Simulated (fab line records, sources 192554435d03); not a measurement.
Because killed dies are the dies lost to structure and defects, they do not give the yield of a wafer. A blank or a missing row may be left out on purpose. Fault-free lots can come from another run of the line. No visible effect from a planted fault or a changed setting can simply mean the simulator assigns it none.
Matching of chambers | flow n5 finfet | 4 sister chambers for N5_BEOL_M0_ETCH_138 on rie diel-04
The step etches SiCN in CH3F/O2, target depth 12 nm, time 31.6 s. 4 wafers are shown with their chamber, then 8 later ones without.

EACH WAFER AND ITS CHAMBER
wafer  | chamber | showerhead plenum p Torr (Torr)
L086.1 | 1       | 1.94
L086.2 | 3       | 1.95
L088.2 | 0       | 1.95
L094.2 | 2       | 2.00

WAFERS WHOSE CHAMBER IS MISSING
wafer  | showerhead plenum p Torr (Torr)
L094.4 | 1.95
L094.6 | 1.93
L097.1 | 1.94
L097.2 | 2.00
L097.3 | 1.93
L097.4 | 1.95
L097.5 | 1.95
L097.6 | 1.94

THE CHAMBER EACH PASSED THROUGH
wafer  | from the rows above     | in truth
L094.4 | can't be placed: 0 or 3 | 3
L094.6 | 1                       | 1
L097.1 | 1                       | 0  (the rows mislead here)
L097.2 | 2                       | 2
L097.3 | 1                       | 1
L097.4 | can't be placed: 0 or 3 | 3
L097.5 | can't be placed: 0 or 3 | 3
L097.6 | 1                       | 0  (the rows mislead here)
Correctly placed: 3 of 8. Can't be placed from these rows: 3 (the true chamber is among the candidates in 3). 2 placed wrongly.
How it was worked out, from the rows above alone: a wafer's distance from a chamber is the root of the sum, over the readings, of the square of ((its reading less the chamber's mean) divided by the reading's scatter). The wafer belongs to the nearest chamber; if the next one is less than 2 further off, it can't be placed. Each chamber's mean is taken over the wafers shown for it. The scatter: root of mean squared gap, hidden wafer to nearest shown wafer, with one shown wafer a chamber.
